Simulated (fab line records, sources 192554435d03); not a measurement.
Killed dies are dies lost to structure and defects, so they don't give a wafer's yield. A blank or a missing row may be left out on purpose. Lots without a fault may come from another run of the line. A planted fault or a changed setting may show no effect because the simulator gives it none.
Chamber matching | flow n5_finfet | N5_SD_EPI_N_SD_RECESS_17 on rie_si-05: 4 sister chambers
The step chemistry HBr/Cl2/O2, target depth 41 nm, time 23.7 s, bt time 3 s. 8 wafers are shown with their chamber, then 7 later ones without.

WAFERS WITH THEIR CHAMBER
wafer  | chamber | drypump_motor_current_A (A) | oes_product_au (a.u.)
L075.1 | 0       | 6.0                         | 1.006
L078.5 | 2       | 6.4                         | 1.026
L083.2 | 2       | 6.4                         | 1.024
L084.2 | 1       | 6.2                         | 0.999
L084.3 | 3       | 6.1                         | 0.997
L084.5 | 0       | 6.0                         | 1.000
L089.1 | 3       | 6.2                         | 0.997
L089.3 | 1       | 6.1                         | 1.002

WAFERS WITHOUT THEIR CHAMBER
wafer  | drypump_motor_current_A (A) | oes_product_au (a.u.)
L089.5 | 6.1                         | 0.988
L092.1 | 6.1                         | 1.001
L092.2 | 6.1                         | 1.003
L092.3 | 6.1                         | 0.988
L097.3 | 6.3                         | 1.025
L097.4 | 6.1                         | 0.993
L097.5 | 6.1                         | 1.012

WHICH CHAMBER EACH WENT THROUGH
wafer  | from the rows above          | in truth
L089.5 | can't be placed: 3 or 1      | 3
L092.1 | can't be placed: 1 or 3 or 0 | 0
L092.2 | can't be placed: 1 or 0 or 3 | 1
L092.3 | can't be placed: 3 or 1      | 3
L097.3 | 2                            | 2
L097.4 | can't be placed: 3 or 1      | 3
L097.5 | can't be placed: 0 or 1 or 3 | 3
Placed correctly: 1 of 7. Can't be placed from these rows: 6 (the true chamber is among the candidates in 6). Placed wrongly: 0.
How it was worked out, from the rows above alone: a wafer's distance from a chamber is the root of the sum, over the readings, of the square of ((its reading less the chamber's mean) divided by the reading's scatter). The wafer belongs to the nearest chamber; if the next one is less than 2 further off, it can't be placed. A chamber's mean is the mean of its shown wafers. The scatter: the root of (the sum of the squares of (reading less its chamber's mean) over the shown wafers, divided by (wafers less chambers)).
